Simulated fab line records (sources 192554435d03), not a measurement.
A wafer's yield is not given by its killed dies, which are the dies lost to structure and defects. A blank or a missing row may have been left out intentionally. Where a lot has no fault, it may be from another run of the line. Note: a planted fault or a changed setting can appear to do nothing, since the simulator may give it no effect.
fab line records ; flow n5_finfet
record lots=7; wafers=21
route steps=1938 shown SD_EPI_P@297 SD_ACTIVATION@330 SDB@350 MOL_CONTACT_COAG@535 BEOL_M0_SAQP@647 BEOL_M1@753 BEOL_M3@959 BEOL_M4@1049
start_h: the number of hours between the record's first day and the start of the first shown wafer of the lot ; wait_h: how many hours have passed since the lot's step before this one ; " repeats the value in the row above ; L1.1+2: one row covering several wafers at once ; - no value present, or no start provided ; * or withheld: withheld ; < > ~ a bound
route shown NAME@n: a module of which the file shows steps, and the number in the route of the first ; usual: the fault-free wafers' mean and standard deviation ; same: alike in all rows ; chamber/n: place in a boat ; sites: the reading at each site ; _std_site: standard deviation across them ; _edge_site: mean of outer sites minus mean of inner sites ; radius_mm: how far each site lies from the wafer's centre ; mask NAME#n: copy n ; behind: tool/chamber where the wafer was last shaped ; hold: the reason the lot was held/the length of the hold in hours/how it ended ; device: transistor that didn't switch, given as n, p or np ; end of line: tests run on the same wafers once the route is complete ; where a step has no rows: the recipe by itself ; killed: dies lost to structure and defects at the first sort, not the wafer's yield ; map: a wafer's dies, marking killed ones x, the rest . and places with no die _
set.NAME: the setting the step ran with; set.NAME@STEP: the setting that earlier step ran with ; model.NAME: the simulator's own value behind a step, which no gauge read
one table per step and one row per wafer, for lots whose settings were changed on purpose
## steps
# step N5_SD_EPI_P_COAT_03
# recipe resist=CAR-ArF-block; spin_rpm=1500; resist_thk_nm=150
lot.wafer;tool;chamber;start_h;wait_h;set.spin_rpm;model.CAR-ArF-block_of_SD_EPI_P_COAT_03.thk_nm
L077.1;litho_track-02;0;-;-;1500;149.2
L077.3+4;litho_track-02;0;-;-;1646;142.8
L078.1;litho_track-03;0;-;-;1500;150.6
L078.2+4;litho_track-03;0;-;-;1583;146.4
L079.1;litho_track-03;0;-;-;1592;146.6
L079.2;litho_track-03;0;-;-;1592;146.2
L079.6;litho_track-03;0;-;-;1500;150.4
L082.2+4;litho_track-02;0;-;-;1500;149.6
L082.5;litho_track-02;0;-;-;1500;149.4
L083.1;litho_track-05;0;-;-;1500;150.2
L083.2;litho_track-05;0;-;-;1500;150.4
L083.6;litho_track-05;0;-;-;1500;150
L087.1;litho_track-03;0;-;-;1500;150.4
L087.2;litho_track-03;0;-;-;1500;150.6
L087.4;litho_track-03;0;-;-;1549;147.8
L089.1+2;litho_track-05;0;-;-;1583;145.8
L089.4;litho_track-05;0;-;-;1583;145.4
# step N5_SD_EPI_P_EBR_05
# recipe solvent=PGMEA; ebr_width_mm=1.5
# step N5_SD_EPI_P_SOFTBAKE_04
# recipe temp_c=110; time_s=60; resist=CAR-ArF-block
# step N5_SD_EPI_P_EXPOSE_06
# recipe mask_id=SD_P_BLK; na=1.35; source_shape=conventional; sigma_outer=0.8; polarization=unpolarized; target_cd_nm=240; dose_mj=39.5
# step N5_SD_EPI_P_PEB_07
# recipe peb_temp_c=110; peb_time_s=60; resist=CAR-ArF-block
# step N5_SD_EPI_P_DEVELOP_08
# recipe develop_time_s=30; developer=TMAH; resist=CAR-ArF-block; dev_temp_c=23; rinse_liquid=diw; dry=air_spin
lot.wafer;tool;chamber;start_h;wait_h;set.spin_rpm@SD_EPI_P_COAT_03;model.CAR-ArF-block_of_SD_EPI_P_COAT_03.thk_nm
L077.1;litho_track-02;0;-;-;1500;147.6
L077.3+4;litho_track-02;0;-;-;1646;141.2
L078.1;litho_track-02;0;-;-;1500;148.8
L078.2;litho_track-02;0;-;-;1583;144.8
L078.4;litho_track-02;0;-;-;1583;144.6
L079.1;litho_track-03;0;-;-;1592;145
L079.2;litho_track-03;0;-;-;1592;144.6
L079.6;litho_track-03;0;-;-;1500;148.6
L082.2+4;litho_track-02;0;-;-;1500;148
L082.5;litho_track-02;0;-;-;1500;147.8
L083.1;litho_track-02;0;-;-;1500;148.6
L083.2;litho_track-02;0;-;-;1500;148.8
L083.6;litho_track-02;0;-;-;1500;148.2
L087.1+2;litho_track-05;0;-;-;1500;148.8
L087.4;litho_track-05;0;-;-;1549;146.2
L089.1+2;litho_track-02;0;-;-;1583;144.2
L089.4;litho_track-02;0;-;-;1583;143.8
# step N5_SD_EPI_P_DESCUM_14
# recipe chemistry=O2; time_s=7.9; source_power_w=50; bias_power_w=20; pressure_mtorr=20; rf_frequency_hz=2.712e+07; temp_c=40; resist=CAR-ArF-block; o2_flow_sccm=225
lot.wafer;tool;chamber;start_h;wait_h;set.spin_rpm@SD_EPI_P_COAT_03;model.CAR-ArF-block_of_SD_EPI_P_COAT_03.thk_nm
L077.1;rie_diel-01;1;72.41;0.0;1500;142.6
L077.3+4;rie_diel-01;0,1;72.41;0.0;1646;136.2
L078.1;rie_diel-02;2;79.09;0.7;1500;144
L078.2;rie_diel-02;3;79.09;0.7;1583;140
L078.4;rie_diel-02;1;79.09;0.7;1583;139.8
L079.1;rie_diel-01;1;85.60;0.0;1592;140
L079.2;rie_diel-01;2;85.60;0.0;1592;139.6
L079.6;rie_diel-01;2;85.60;0.0;1500;143.8
L082.2+4;rie_diel-01;0,2;104.51;0.0;1500;143
L082.5;rie_diel-01;1;104.51;0.0;1500;142.8
L083.1;rie_diel-02;0;109.45;0.3;1500;143.6
L083.2;rie_diel-02;1;109.45;0.3;1500;143.8
L083.6;rie_diel-02;2;109.45;0.3;1500;143.4
L087.1;rie_diel-01;2;131.29;0.2;1500;143.8
L087.2;rie_diel-01;3;131.29;0.2;1500;144
L087.4;rie_diel-01;0;131.29;0.2;1549;141.2
L089.1;rie_diel-03;0;143.98;0.0;1583;139.4
L089.2;rie_diel-03;2;143.98;0.0;1583;139.2
L089.4;rie_diel-03;1;143.98;0.0;1583;139
# step N5_SD_EPI_P_ETCH_36
# recipe chemistry=CF4; target=SiARC; target_depth_a=455; mask_material=CAR-ArF-block; time_s=75.8; ion_energy_ev=80; pressure_mtorr=40; source_w=545; bias_w=36; Ar_flow_sccm=100; cf4_flow_sccm=100; ends=cleared
# step N5_SD_EPI_P_ETCH_37
# recipe chemistry=N2/H2; target=SOC; overetch_a=1080; mask_material=SiARC; temp_c=40; ion_energy_ev=100; source_w=3000; bias_w=133; pressure_mtorr=20; time_s=486; n2_flow_sccm=200; h2_flow_sccm=200; ends=end_point
# step N5_SD_ACTIVATION_RTA_00
# recipe temp_c=975; time_s=0; ambient=N2; idle_temp_c=600; ramp_up_c_per_s=150; ramp_down_c_per_s=60; cool_to_c=600
# step N5_SD_ACTIVATION_LSA_01
# recipe temp_c=1080; time_s=0.0008; ambient=N2
# step N5_SD_ACTIVATION_RS_MEAS_03
# recipe thk_meas_gauge=four-point-probe
# usual RS_SD_N=21.92/0.28; RS_SD_P=56.1/0.97
lot.wafer;tool;chamber;start_h;wait_h;set.time_s@SD_EPI_N_EPI_21;RS_SD_N[ohm/sq];RS_SD_P[ohm/sq]
L077.1;film_metro-02;-;76.61;0.2;690;21.81;56.5
L077.3;film_metro-02;-;76.61;0.2;690;21.66;57.0
L077.4;film_metro-02;-;76.61;0.2;690;21.49;56.7
L078.1;film_metro-02;-;83.43;0.2;690;21.97;56.5
L078.2;film_metro-02;-;83.43;0.2;690;21.85;56.2
L078.4;film_metro-02;-;83.43;0.2;690;21.61;57.2
L079.1;film_metro-01;-;89.82;0.2;690;22.39;55.0
L079.2;film_metro-01;-;89.82;0.2;690;22.10;54.7
L079.6;film_metro-01;-;89.82;0.2;622.8;23.24;55.9
L082.2;film_metro-02;-;108.70;0.2;690;21.67;55.9
L082.4;film_metro-02;-;108.70;0.2;690;21.52;56.6
L082.5;film_metro-02;-;108.70;0.2;690;21.67;55.5
L083.1;film_metro-01;-;113.84;0.2;690;21.61;57.1
L083.2;film_metro-01;-;113.84;0.2;747.8;20.46;58.0
L083.6;film_metro-01;-;113.84;0.2;690;21.98;56.9
L087.1;film_metro-01;-;135.48;0.2;690;22.12;56.5
L087.2;film_metro-01;-;135.48;0.2;690;21.79;56.7
L087.4;film_metro-01;-;135.48;0.2;690;21.95;56.1
L089.1;film_metro-02;-;148.20;0.2;690;22.11;56.6
L089.2;film_metro-02;-;148.20;0.2;690;22.17;55.8
L089.4;film_metro-02;-;148.20;0.2;565;25.45;55.3
# step N5_SDB_COAT_05
# recipe resist=CAR-ArF; spin_rpm=1500; resist_thk_nm=90
lot.wafer;tool;chamber;start_h;wait_h;set.spin_rpm;model.CAR-ArF_of_SDB_COAT_05.thk_nm
L077.1;litho_track-05;0;-;-;1500;90.2
L077.3+4;litho_track-05;0;-;-;1500;90.4
L078.1;litho_track-01;0;-;-;1605;87
L078.2;litho_track-01;0;-;-;1605;86.8
L078.4;litho_track-01;0;-;-;1500;89.8
L079.1;litho_track-05;0;-;-;1636;86
L079.2+6;litho_track-05;0;-;-;1500;90
L082.2+4+5;litho_track-01;0;-;-;1500;89.6
L083.1;litho_track-05;0;-;-;1574;87.6
L083.2;litho_track-05;0;-;-;1574;87.4
L083.6;litho_track-05;0;-;-;1574;87.2
L087.1;litho_track-04;0;-;-;1500;89.8
L087.2+4;litho_track-04;0;-;-;1500;90.2
L089.1;litho_track-05;0;-;-;1500;90.4
L089.2;litho_track-05;0;-;-;1500;90.2
L089.4;litho_track-05;0;-;-;1500;90
# step N5_SDB_EBR_07
# recipe solvent=PGMEA; ebr_width_mm=1.5
# step N5_SDB_SOFTBAKE_06
# recipe temp_c=110; time_s=60; resist=CAR-ArF
# step N5_SDB_EXPOSE_08
# recipe mask_id=SDB; na=1.35; source_shape=conventional; sigma_outer=0.5; polarization=unpolarized; dose_mj=49.6
# step N5_SDB_PEB_09
# recipe peb_temp_c=withheld; peb_time_s=60; resist=CAR-ArF
# step N5_SDB_DEVELOP_10
# recipe develop_time_s=30; developer=TMAH; resist=CAR-ArF; rinse_liquid=diw; dry=air_spin; dev_temp_c=23
lot.wafer;tool;chamber;start_h;wait_h;set.spin_rpm@SDB_COAT_05;model.CAR-ArF_of_SDB_COAT_05.thk_nm
L077.1+4;litho_track-05;0;-;-;1500;88.6
L077.3;litho_track-05;0;-;-;1500;88.8
L078.1;litho_track-04;0;-;-;1605;85.4
L078.2;litho_track-04;0;-;-;1605;85
L078.4;litho_track-04;0;-;-;1500;88
L079.1;litho_track-01;0;-;-;1636;84.4
L079.2;litho_track-01;0;-;-;1500;88.2
L079.6;litho_track-01;0;-;-;1500;88.4
L082.2+4+5;litho_track-05;0;-;-;1500;88
L083.1+2;litho_track-05;0;-;-;1574;85.8
L083.6;litho_track-05;0;-;-;1574;85.6
L087.1;litho_track-04;0;-;-;1500;88.2
L087.2;litho_track-04;0;-;-;1500;88.6
L087.4;litho_track-04;0;-;-;1500;88.4
L089.1+2;litho_track-05;0;-;-;1500;88.6
L089.4;litho_track-05;0;-;-;1500;88.2
# step N5_MOL_CONTACT_COAG_CONTACT_ETCH_14
# recipe chemistry=C4F6/O2; target=SiO2; target_depth_a=275; overetch_a=85; mask_material=SOC; pressure_mtorr=30; source_w=370; bias_w=185; Ar_flow_sccm=300; C4F6_flow_sccm=16; O2_flow_sccm=10; time_s=20; ion_energy_ev=259.6
# usual rf_vpp_V=693/3.4
lot.wafer;tool;chamber;start_h;wait_h;set.source_w;rf_vpp_V
L077.1;rie_diel-04;3;106.00;0.0;370;691
L077.3;rie_diel-04;2;106.00;0.0;370;691
L077.4;rie_diel-04;0;106.00;0.0;370;696
L078.1;rie_diel-06;1;115.56;0.0;370;692
L078.2;rie_diel-06;0;115.56;0.0;416.5;663
L078.4;rie_diel-06;3;115.56;0.0;416.5;677
L079.1;rie_diel-05;1;120.58;0.0;370;688
L079.2;rie_diel-05;0;120.58;0.0;370;687
L079.6;rie_diel-05;2;120.58;0.0;387.7;689
L082.2;rie_diel-05;2;140.22;0.0;370;694
L082.4;rie_diel-05;0;140.22;0.0;370;687
L082.5;rie_diel-05;1;140.22;0.0;370;687
L083.1;rie_diel-04;0;144.86;0.0;370;697
L083.2;rie_diel-04;3;144.86;0.0;370;690
L083.6;rie_diel-04;2;144.86;0.0;370;691
L087.1;rie_diel-05;2;165.52;0.0;370;695
L087.2;rie_diel-05;1;165.52;0.0;370;688
L087.4;rie_diel-05;0;165.52;0.0;370;688
L089.1;rie_diel-04;1;178.25;0.0;370;695
L089.2;rie_diel-04;3;178.25;0.0;370;689
L089.4;rie_diel-04;1;178.25;0.0;432.6;652
# step N5_MOL_CONTACT_COAG_CVD_140
# recipe material=W; target_thk_a=665; mode=selective_fill; temp_c=300; time_s=215
lot.wafer;tool;chamber;start_h;wait_h;set.target_thk_a;model.W_of_MOL_CONTACT_COAG_CVD_140.thk_nm
L077.1;cvd_w-01;0;118.25;0.1;706.4;69.8
L077.3;cvd_w-01;0;118.25;0.1;665;66.4
L077.4;cvd_w-01;1;118.25;0.1;706.4;70.8
L078.1;cvd_w-02;1;129.54;0.1;665;65.2
L078.2;cvd_w-02;0;129.54;0.1;665;66.2
L078.4;cvd_w-02;0;129.54;0.1;665;65.6
L079.1;cvd_w-02;0;132.38;0.1;727.8;72.2
L079.2;cvd_w-02;1;132.38;0.1;665;67
L079.6;cvd_w-02;0;132.38;0.1;665;66.2
L082.2;cvd_w-01;1;152.95;0.1;665;66.6
L082.4;cvd_w-01;0;152.95;0.1;665;68.4
L082.5;cvd_w-01;1;152.95;0.1;665;67.8
L083.1;cvd_w-01;1;156.74;0.1;665;67.2
L083.2;cvd_w-01;0;156.74;0.1;753.6;76.2
L083.6;cvd_w-01;1;156.74;0.1;665;67
L087.1+2;cvd_w-02;1,0;178.38;0.1;665;66.2
L087.4;cvd_w-02;1;178.38;0.1;636.2;62.8
L089.1;cvd_w-02;1;191.68;0.1;665;65.8
L089.2+4;cvd_w-02;0;191.68;0.1;665;65.4
# step N5_BEOL_M0_SAQP_PEB_12
# recipe peb_temp_c=withheld; peb_time_s=60; resist=CAR-ArF
lot.wafer;tool;chamber;start_h;wait_h;set.peb_time_s
L077.1+3;litho_track-02;0;126.30;0.1;60
L077.4;litho_track-02;0;126.30;0.1;50.9
L078.1+2+4;litho_track-05;0;135.51;0.1;60
L079.1+2;litho_track-03;0;138.38;0.1;60
L079.6;litho_track-03;0;138.38;0.1;72.55
L082.2+4+5;litho_track-05;0;158.34;0.0;60
L083.1+6;litho_track-03;0;162.28;0.1;71.82
L083.2;litho_track-03;0;162.28;0.1;60
L087.1+4;litho_track-02;0;183.67;0.1;53.85
L087.2;litho_track-02;0;183.67;0.1;60
L089.1;litho_track-02;0;197.04;0.1;68.49
L089.2+4;litho_track-02;0;197.04;0.1;60
# step N5_BEOL_M0_SAQP_DEVELOP_13
# recipe develop_time_s=30; developer=TMAH; resist=CAR-ArF; dev_temp_c=23; rinse_liquid=diw; dry=air_spin
# step N5_BEOL_M0_SAQP_CD_MEAS_14
# recipe target_cd_nm=42.5; landing_energy_ev=500; detector=se_inlens
# usual cd_nm=42.4/0.44
lot.wafer;tool;chamber;start_h;wait_h;set.peb_time_s@BEOL_M0_SAQP_PEB_12;cd_nm
L077.1;cd_sem-03;0;126.37;-;60;41.9
L077.3;cd_sem-03;0;126.37;-;60;42.0
L077.4;cd_sem-03;0;126.37;-;50.9;45.4
L078.1;cd_sem-03;0;135.58;-;60;42.4
L078.2;cd_sem-03;0;135.58;-;60;42.0
L078.4;cd_sem-03;0;135.58;-;60;42.7
L079.1;cd_sem-02;0;138.45;-;60;42.2
L079.2;cd_sem-02;0;138.45;-;60;42.9
L079.6;cd_sem-02;0;138.45;-;72.55;39.1
L082.2;cd_sem-03;0;158.41;-;60;42.7
L082.4;cd_sem-03;0;158.41;-;60;42.9
L082.5;cd_sem-03;0;158.41;-;60;42.5
L083.1;cd_sem-01;0;162.35;-;71.82;39.4
L083.2;cd_sem-01;0;162.35;-;60;41.6
L083.6;cd_sem-01;0;162.35;-;71.82;39.4
L087.1;cd_sem-03;0;183.74;-;53.85;43.7
L087.2;cd_sem-03;0;183.74;-;60;42.1
L087.4;cd_sem-03;0;183.74;-;53.85;44.6
L089.1;cd_sem-01;0;197.11;-;68.49;40.5
L089.2;cd_sem-01;0;197.11;-;60;43.0
L089.4;cd_sem-01;0;197.11;-;60;42.3
# step N5_BEOL_M0_SAQP_DESCUM_19
# recipe chemistry=O2; time_s=7.9; source_power_w=50; bias_power_w=20; pressure_mtorr=20; rf_frequency_hz=2.712e+07; temp_c=40; resist=CAR-ArF; o2_flow_sccm=225
lot.wafer;tool;chamber;start_h;wait_h;set.time_s;model.CAR-ArF_of_BEOL_M0_SAQP_COAT_08.thk_nm
L077.1+3;rie_diel-01;3,0;126.46;0.0;9.104;82.6
L077.4;rie_diel-01;1;126.46;0.0;7.9;83.2
L078.1+2;rie_diel-02;1,0;135.67;0.0;6.365;84
L078.4;rie_diel-02;3;135.67;0.0;7.9;83.6
L079.1;rie_diel-01;1;138.54;0.0;7.9;83.8
L079.2;rie_diel-01;3;138.54;0.0;8.442;83.4
L079.6;rie_diel-01;0;138.54;0.0;7.9;83.6
L082.2;rie_diel-03;3;158.49;0.0;7.9;82.8
L082.4+5;rie_diel-03;2;158.49;0.0;7.9;83
L083.1;rie_diel-02;3;162.44;0.0;7.9;83.8
L083.2;rie_diel-02;1;162.44;0.0;9.143;83
L083.6;rie_diel-02;2;162.44;0.0;9.143;82.8
L087.1;rie_diel-02;3;183.96;0.2;6.98;84
L087.2;rie_diel-02;0;183.96;0.2;7.9;83.2
L087.4;rie_diel-02;1;183.96;0.2;7.9;83.4
L089.1+4;rie_diel-01;3;197.20;0.0;8.65;83.4
L089.2;rie_diel-01;0;197.20;0.0;8.65;83.2
# step N5_BEOL_M1_PECVD_72
# recipe material=SiO2; target_thk_a=160; temp_c=400; precursor=TEOS/O2; pressure_torr=5.5; rf_w=450; teos_flow_sccm=53.8; gas=O2; flow_sccm=3000; time_s=18
lot.wafer;tool;chamber;start_h;wait_h;set.time_s;model.SiO2_of_BEOL_M1_PECVD_72.thk_nm
L077.1;pecvd-03;1;138.23;0.0;18;15.8
L077.3;pecvd-03;2;138.23;0.0;18.78;17.2
L077.4;pecvd-03;2;138.23;0.0;18.78;17.4
L078.1;pecvd-03;1;147.95;0.0;18;16
L078.2;pecvd-03;2;147.95;0.0;20.06;17.8
L078.4;pecvd-03;2;147.95;0.0;20.06;18.2
L079.1;pecvd-02;1;151.55;0.0;15.66;13.6
L079.2;pecvd-02;0;151.55;0.0;18;16
L079.6;pecvd-02;2;151.55;0.0;15.66;14
L082.2+5;pecvd-03;1;172.59;0.0;18;16.2
L082.4;pecvd-03;0;172.59;0.0;18;16.4
L083.1;pecvd-01;0;175.31;0.0;15.53;14.4
L083.2;pecvd-01;2;175.31;0.0;15.53;13.6
L083.6;pecvd-01;0;175.31;0.0;18;16.8
L087.1;pecvd-03;2;197.81;0.0;18;16
L087.2;pecvd-03;0;197.81;0.0;18;15.8
L087.4;pecvd-03;2;197.81;0.0;15.7;14.4
L089.1+2;pecvd-03;0,2;209.57;0.0;18;16
L089.4;pecvd-03;2;209.57;0.0;18;16.2
# step N5_BEOL_M3_COAT_76
# recipe resist=underlayer; temp_c=205; time_s=60; spin_rpm=1500; resist_thk_nm=5
lot.wafer;tool;chamber;start_h;wait_h;set.spin_rpm
L077.1+3+4;litho_track-01;0;-;-;1500
L078.1+2+4;litho_track-04;0;-;-;1500
L079.1+6;litho_track-01;0;-;-;1500
L079.2;litho_track-01;0;-;-;1384
L083.1+6;litho_track-02;0;-;-;1440
L083.2;litho_track-02;0;-;-;1500
L082.2+4+5;litho_track-01;0;-;-;1500
L087.1;litho_track-02;0;-;-;1595
L087.2+4;litho_track-02;0;-;-;1500
L089.1+4;litho_track-02;0;-;-;1500
L089.2;litho_track-02;0;-;-;1610
# step N5_BEOL_M3_EXPOSE_25
# recipe mask_id=V2; na=0.33; source_shape=quasar; sigma_inner=0.2; sigma_outer=0.8; polarization=unpolarized; defocus_nm=5; dose_mj=63
lot.wafer;tool;chamber;start_h;wait_h;mask;set.dose_mj
L077.1+4;euv_scanner-02;0;164.85;-;V2#0;58.87
L077.3;euv_scanner-02;0;164.85;-;V2#0;63
L078.1;euv_scanner-02;0;174.97;-;V2#0;63
L078.2+4;euv_scanner-02;0;174.97;-;V2#0;65.45
L079.1+6;euv_scanner-01;0;181.17;-;V2#0;63
L079.2;euv_scanner-01;0;181.17;-;V2#0;67.35
L083.1+2+6;euv_scanner-02;0;204.15;-;V2#0;63
L082.2+4+5;euv_scanner-02;0;204.22;-;V2#0;63
L087.1+2;euv_scanner-01;0;228.27;-;V2#0;63
L087.4;euv_scanner-01;0;228.27;-;V2#0;65.9
L089.1+2+4;euv_scanner-02;0;236.62;-;V2#0;58.29
# step N5_BEOL_M3_PEB_26
# recipe peb_temp_c=100; peb_time_s=60; resist=CAR-EUV
# step N5_BEOL_M3_DEVELOP_27
# recipe develop_time_s=30; developer=TMAH; resist=CAR-EUV; rinse_liquid=surfactant_rinse; dry=air_spin; dev_temp_c=23
# step N5_BEOL_M3_CD_MEAS_28
# recipe target_cd_nm=25.7; landing_energy_ev=500; detector=se_inlens; target_cd_y_nm=23.3; polarity=opening
# usual cd_nm=25.74/0.24
lot.wafer;tool;chamber;start_h;wait_h;set.dose_mj@BEOL_M3_EXPOSE_25;cd_nm
L077.1;cd_sem-03;0;165.00;-;58.87;24.40
L077.3;cd_sem-03;0;165.00;-;63;25.74
L077.4;cd_sem-03;0;165.00;-;58.87;24.67
L078.1;cd_sem-03;0;175.11;-;63;25.80
L078.2;cd_sem-03;0;175.11;-;65.45;26.95
L078.4;cd_sem-03;0;175.11;-;65.45;26.65
L079.1;cd_sem-01;0;181.31;-;63;25.56
L079.2;cd_sem-01;0;181.31;-;67.35;26.69
L079.6;cd_sem-01;0;181.31;-;63;25.54
L083.1;cd_sem-02;0;204.30;-;63;25.93
L083.2;cd_sem-02;0;204.30;-;63;25.59
L083.6;cd_sem-02;0;204.30;-;63;25.98
L082.2;cd_sem-03;0;204.36;-;63;25.72
L082.4;cd_sem-03;0;204.36;-;63;25.70
L082.5;cd_sem-03;0;204.36;-;63;25.19
L087.1;cd_sem-03;0;228.42;-;63;25.49
L087.2;cd_sem-03;0;228.42;-;63;25.89
L087.4;cd_sem-03;0;228.42;-;65.9;26.05
L089.1;cd_sem-03;0;236.77;-;58.29;24.55
L089.2;cd_sem-03;0;236.77;-;58.29;24.19
L089.4;cd_sem-03;0;236.77;-;58.29;24.51
# step N5_BEOL_M3_DESCUM_33
# recipe chemistry=O2; time_s=7; source_power_w=50; bias_power_w=20; pressure_mtorr=20; rf_frequency_hz=2.712e+07; temp_c=40; resist=CAR-EUV; o2_flow_sccm=225
# step N5_BEOL_M3_ETCH_77
# recipe chemistry=N2/H2; target=underlayer; target_depth_a=65; mask_material=CAR-EUV; time_s=5.2; ion_energy_ev=200; pressure_mtorr=30; source_w=840; bias_w=150; n2_flow_sccm=200; h2_flow_sccm=200; ends=cleared
lot.wafer;tool;chamber;start_h;wait_h;set.spin_rpm@BEOL_M3_COAT_76;model.etch.depth_nm
L077.1+3;rie_diel-01;2,3;165.15;0.0;1500;4.992
L077.4;rie_diel-01;1;165.15;0.0;1500;4.995
L078.1;rie_diel-02;3;175.28;0.0;1500;4.992
L078.2;rie_diel-02;1;175.28;0.0;1500;5.011
L078.4;rie_diel-02;2;175.28;0.0;1500;5.006
L079.1+6;rie_diel-02;3,1;181.47;0.0;1500;4.992
L079.2;rie_diel-02;1;181.47;0.0;1384;5.204
L083.1;rie_diel-03;0;204.46;0.0;1440;5.101
L083.2;rie_diel-03;1;204.46;0.0;1500;4.996
L083.6;rie_diel-03;3;204.46;0.0;1440;5.078
L082.2;rie_diel-02;3;204.51;0.0;1500;5.008
L082.4;rie_diel-02;1;204.51;0.0;1500;4.996
L082.5;rie_diel-02;3;204.51;0.0;1500;4.991
L087.1;rie_diel-03;0;228.58;0.0;1595;4.86
L087.2;rie_diel-03;3;228.58;0.0;1500;5.005
L087.4;rie_diel-03;1;228.58;0.0;1500;5.014
L089.1;rie_diel-01;2;237.22;0.0;1500;5.03
L089.2;rie_diel-01;1;237.22;0.0;1610;4.835
L089.4;rie_diel-01;0;237.22;0.0;1500;5.026
# step N5_BEOL_M4_COAT_76
# recipe resist=underlayer; temp_c=205; time_s=60; spin_rpm=1500; resist_thk_nm=5
lot.wafer;tool;chamber;start_h;wait_h;set.spin_rpm
L077.1;litho_track-05;0;-;-;1500
L077.3+4;litho_track-05;0;-;-;1589
L078.1+2+4;litho_track-02;0;-;-;1399
L079.1;litho_track-03;0;-;-;1645
L079.2+6;litho_track-03;0;-;-;1500
L082.2+4+5;litho_track-03;0;-;-;1500
L083.1+2+6;litho_track-05;0;-;-;1500
L087.1+2;litho_track-03;0;-;-;1624
L087.4;litho_track-03;0;-;-;1500
L089.1;litho_track-05;0;-;-;1606
L089.2+4;litho_track-05;0;-;-;1500
## key
split step=N5_SD_EPI_P_COAT_03; setting=spin_rpm; stated=1500; by=wafer
response step=N5_SD_EPI_P_COAT_03; reading=model.CAR-ArF-block_of_SD_EPI_P_COAT_03.thk_nm; change=-0.685; per=1%; r=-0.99
response step=N5_SD_EPI_P_DEVELOP_08; reading=model.CAR-ArF-block_of_SD_EPI_P_COAT_03.thk_nm; change=-0.673; per=1%; r=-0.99
response step=N5_SD_EPI_P_DESCUM_14; reading=model.CAR-ArF-block_of_SD_EPI_P_COAT_03.thk_nm; change=-0.681; per=1%; r=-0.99
split step=N5_SDB_COAT_05; setting=spin_rpm; stated=1500; by=wafer
response step=N5_SDB_COAT_05; reading=model.CAR-ArF_of_SDB_COAT_05.thk_nm; change=-0.431; per=1%; r=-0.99
response step=N5_SDB_DEVELOP_10; reading=model.CAR-ArF_of_SDB_COAT_05.thk_nm; change=-0.419; per=1%; r=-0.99
split step=N5_MOL_CONTACT_COAG_CONTACT_ETCH_14; setting=source_w; stated=370; by=wafer
response step=N5_MOL_CONTACT_COAG_CONTACT_ETCH_14; reading=rf_vpp_V; change=-2.02; per=1%; r=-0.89
split step=N5_MOL_CONTACT_COAG_CVD_140; setting=target_thk_a; stated=665; by=wafer
response step=N5_MOL_CONTACT_COAG_CVD_140; reading=model.W_of_MOL_CONTACT_COAG_CVD_140.thk_nm; change=+0.657; per=1%; r=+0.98
split step=N5_BEOL_M0_SAQP_PEB_12; setting=peb_time_s; stated=60; by=wafer
response step=N5_BEOL_M0_SAQP_CD_MEAS_14; reading=cd_nm; change=-0.162; per=1%; r=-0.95
split step=N5_BEOL_M0_SAQP_DESCUM_19; setting=time_s; stated=7.9; by=wafer
response step=N5_BEOL_M0_SAQP_DESCUM_19; reading=model.CAR-ArF_of_BEOL_M0_SAQP_COAT_08.thk_nm; change=-0.0397; per=1%; r=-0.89
split step=N5_BEOL_M1_PECVD_72; setting=time_s; stated=18; by=wafer
response step=N5_BEOL_M1_PECVD_72; reading=model.SiO2_of_BEOL_M1_PECVD_72.thk_nm; change=+0.172; per=1%; r=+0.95
split step=N5_BEOL_M3_COAT_76; setting=spin_rpm; stated=1500; by=wafer
response step=N5_BEOL_M3_ETCH_77; reading=model.etch.depth_nm; change=-0.0258; per=1%; r=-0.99
split step=N5_BEOL_M3_EXPOSE_25; setting=dose_mj; stated=63; by=wafer
response step=N5_BEOL_M3_CD_MEAS_28; reading=cd_nm; change=+0.168; per=1%; r=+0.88
split step=N5_BEOL_M4_COAT_76; setting=spin_rpm; stated=1500; by=wafer
response none in this file
split outside_this_file step=N5_SD_EPI_N_EPI_21 setting=time_s
# split outside_this_file: this setting was split too, and the file shows its column; the key of that split is in another file
